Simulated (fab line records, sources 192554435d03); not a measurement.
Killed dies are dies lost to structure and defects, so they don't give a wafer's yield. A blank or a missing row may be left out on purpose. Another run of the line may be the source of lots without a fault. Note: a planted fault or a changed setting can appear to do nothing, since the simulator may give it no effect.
Split-lot study | flow n5Finfet | on a route of 1938 steps: 7 lots, 21 wafers read

ABOUT THE SPLIT
At N5_BEOL_M1_PECVD_72 (deposits SiO2 from TEOS/O2, target thk 16 nm, time 18 s), the setting tempC was moved away from the recipe's 400 C on 6 of the 21 wafers read, by -3.1% to +4.0%. The other wafers ran this setting at the recipe's value.

FROM THE SPLIT TO THE READING: what the file shows between them, 14 steps
- N5_BEOL_M1_COAT_61: time 60 s, resist thk 60 nm (also split here: spinRpm)
- N5_BEOL_M1_COAT_62: time 60 s, resist thk 12 nm
- N5_BEOL_M1_COAT_73: time 60 s, resist thk 5 nm
- N5_BEOL_M1_ETCH_74: etches underlayer in N2/H2, target depth 6.5 nm, time 5.2 s
- N5_BEOL_M1_ETCH_63: etches SiARC in CF4, target depth 15.6 nm, time 26 s
- N5_BEOL_M1_ETCH_64: etches SOC in N2/H2, target depth 75 nm, overetch 15 nm, time 112.5 s
- N5_BEOL_M1_STRIP_65: strips in N2/H2
- N5_BEOL_M1_STRIP_75: strips in N2/H2
- N5_BEOL_M1_STRIP_66: strips in CF4
- N5_BEOL_M1_HM_OPEN_17: chemistry Cl2/BCl3, target TiN, target depth 20 nm, overetch 6 nm
- N5_BEOL_M1_ETCH_70: etches SOC in N2/H2, target depth 80 nm, overetch 16 nm, time 120 s (also split here: timeS)
- N5_BEOL_M1_STRIP_71: strips in N2/H2
- N5_BEOL_M1_STRIP_78: strips in N2/H2
- N5_BEOL_M1_STRIP_97: strips in N2/H2, time 10 s

THE READING
SiO2_of_BEOL_M1_PECVD_72.thkNm (the simulator's own value, which no gauge read), in nm, at N5_BEOL_M1_HM_STRIP_39 (strips TiN in peroxide tin strip, target depth 25 nm, time 158 s). The file does not state a usual value for it. Average 15.9 nm, standard deviation 0.19 nm, over the 15 wafers here run with the recipe.

wafer  | tool, chamber at the split | tempC as run, C | against the recipe | SiO2_of_BEOL_M1_PECVD_72.thkNm, nm | against lot-mates on the recipe
L076.1 | pecvd-01, 0                | 400             | recipe             | 15.8                               | -
L076.3 | pecvd-01, 1,2              | 400             | recipe             | 15.8                               | -
L076.5 | pecvd-01, 1,2              | 400             | recipe             | 15.6                               | -
L077.2 | pecvd-01, 0                | 400             | recipe             | 16                                 | -
L077.6 | pecvd-01, 0                | 400             | recipe             | 16                                 | -
L077.3 | pecvd-01, 1                | 400             | recipe             | 15.8                               | -
L078.3 | pecvd-03, 1                | 387.5           | -3.1%              | 17                                 | +0.8
L078.4 | pecvd-03, 2                | 387.5           | -3.1%              | 17.2                               | +1.0
L078.6 | pecvd-03, 0                | 400             | recipe             | 16.2                               | -
L080.3 | pecvd-03, 2,1,2            | 400             | recipe             | 15.8                               | -
L080.4 | pecvd-03, 2,1,2            | 400             | recipe             | 15.8                               | -
L080.5 | pecvd-03, 2,1,2            | 400             | recipe             | 15.8                               | -
L083.3 | pecvd-04, 1                | 400             | recipe             | 15.8                               | -
L083.5 | pecvd-04, 0                | 400             | recipe             | 16.4                               | -
L083.6 | pecvd-04, 2                | 400             | recipe             | 16                                 | -
L086.1 | pecvd-04, 1                | 415.9           | +4.0%              | 13.8                               | -2.0
L086.3 | pecvd-04, 0                | 415.9           | +4.0%              | 14                                 | -1.8
L086.5 | pecvd-04, 2                | 400             | recipe             | 15.8                               | -
L091.1 | pecvd-04, 1                | 400             | recipe             | 16                                 | -
L091.3 | pecvd-04, 2                | 393.2           | -1.7%              | 16.4                               | +0.4
L091.4 | pecvd-04, 0                | 393.2           | -1.7%              | 16.8                               | +0.8
When a row names more than one chamber, that row covers several wafers, and the file does not tell which wafer ran in which chamber.

THE FIT
A straight line over all 21 wafers: SiO2_of_BEOL_M1_PECVD_72.thkNm changes by -0.454 nm for each +1% of tempC; r = -0.97; the points scatter about the line by 0.21 nm.
The same after taking each lot's own level away (the mean of its wafers on the recipe; 21 wafers): -0.402 nm for each +1%; r = -0.96; scatter 0.19 nm.
On that fit, the largest move of tempC shifts the reading by 1.6 nm.
The lots' own levels span 15.73 to 16.20 nm, that is 2.4 times the standard deviation above.
So the slope is not independent of the lot-to-lot level: the two fits are not the same.
Check: with one of the wafers moved furthest among these (+4.0%) left out of the fit, the line predicts -1.5 nm for it against its lot-mates. It came out at -2 nm against them.

OTHER SPLITS APPLIED TO THESE WAFERS
Before the reading, these wafers also passed through other splits. Each is held against what the fit with the lots' levels taken away leaves over:
other split on the same wafers        | wafers away from the commonest value | r with SiO2_of_BEOL_M1_PECVD_72.thkNm (lot level and that fit taken away)
N5_MOL_CONTACT_COAG_COAT_64 spinRpm   | 7                                    | -0.30
N5_BEOL_M0_SAQP_DESCUM_19 timeS       | 6                                    | +0.27
N5_BEOL_M0_SAQP_ETCH_106 targetDepthA | 7                                    | +0.16
N5_BEOL_M1_COAT_61 spinRpm            | 8                                    | -0.50
N5_BEOL_M1_ETCH_70 timeS              | 9                                    | -0.09

THE WHOLE CHAIN: every reading that the file lists as answering this split, in the file's order
step                   | what it does                                                     | reading                                                                         | change (the file's fit)               | r (the file's)
N5_BEOL_M1_PECVD_72    | deposits SiO2 from TEOS/O2, target thk 16 nm, time 18 s          | SiO2_of_BEOL_M1_PECVD_72.thkNm (the simulator's own value, which no gauge read) | -0.372 nm for each +1% of the setting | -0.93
N5_BEOL_M1_HM_STRIP_39 | strips TiN in peroxide tin strip, target depth 25 nm, time 158 s | SiO2_of_BEOL_M1_PECVD_72.thkNm (the simulator's own value, which no gauge read) | -0.4 nm for each +1% of the setting   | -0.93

THE FILE'S OWN FIT
SiO2_of_BEOL_M1_PECVD_72.thkNm changes by -0.4 nm for each +1% of tempC, r = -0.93.
